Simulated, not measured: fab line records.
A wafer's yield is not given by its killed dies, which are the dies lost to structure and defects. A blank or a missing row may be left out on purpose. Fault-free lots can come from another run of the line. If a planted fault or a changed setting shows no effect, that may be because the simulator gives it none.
Problem report, 8D (eight disciplines) form, completed by code | flow n5Finfet | the parts of the form that need people (team, actions taken, sign-off) are left out

## 1. THE ISSUE
Mean of plateTempC at N5_BEOL_M5_COAT_74: 202.02 C across 6 wafers in 2 lots; on wafers with no fault it is 205.00 C (standard deviation 0.15). Relative to the usual mean, that is a shift of -20 standard deviations.
The step: time 60 s, resist thk 5 nm.
The first sign was on wafer L928.1 at day 11 06:31, on lithoTrack-03. The record holds 30 wafers of 12 lots with a number at this step. Rule for "out" (also "out of limits"): further than 4 standard deviations from the usual mean. Any other wafer with a number is counted as sound.

## 2. WHAT IT IS; WHAT IT IS NOT
question                    | is                     | is not
which readings at this step | plateTempC             | spinSpeedRpm
which lots                  | L925, L928             | L920, L922, L931, L932, L935, L938, L939, L940, L941, L942
which wafers of those lots  | all that have a number | -
read on which tools         | lithoTrack-03          | lithoTrack-02, lithoTrack-05
when                        | from day 11 06:31      | up to then (4 sound wafers); but 20 sound wafers of L931, L932, L935, L938, L939, L940, L941, L942 came after

## 3. THE SUSPECTS, EACH WITH WHAT RULES IT OUT
Counting: a tool stays on the suspect list if, at a process step up to the reading, it processed all lots that are out and no sound lot following the first of them.
- lithoTrack-03 at N5_BEOL_M5_COAT_74 (time 60 s, resist thk 5 nm): ruled out as a lasting fault. Following L928 (day 11 06:31), the first lot on it that is out, the sound lots L935, L942 were run on it.
Left after counting: nothing in the record.

## 4. THE CAUSE (what the simulator had put in)
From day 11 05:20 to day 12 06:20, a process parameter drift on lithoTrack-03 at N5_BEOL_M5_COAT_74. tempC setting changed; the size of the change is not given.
Counting ruled it out, wrongly.

## 5. SEQUENCE OF EFFECTS, ordered by route
Each row: a reading where the mean over the struck wafers with a number is more than 3 standard deviations away from the usual. Readings are gone through only where the record gives a usual standard deviation; hours: the median, over the lots, of the time from a lot's start at the first step in this table giving one to that lot's start at this step; sigmas: the change measured in usual standard deviations.
hours | step               | reading           | usual    | on struck wafers | change | sigmas
0     | N5_BEOL_M5_COAT_74 | heaterPowerTotalW | 391.7 W  | 385.0            | -6.7   | -5.2
0     | N5_BEOL_M5_COAT_74 | plateTempC        | 205.00 C | 202.02           | -2.98  | -20
Here are the process steps it includes:
- N5_BEOL_M5_COAT_74: time 60 s, resist thk 5 nm.

## 6. WHAT WOULD HAVE CAUGHT IT SOONER
In this record the first reading out of limits was taken at day 11 06:31, 1 hour after the fault began at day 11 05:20.
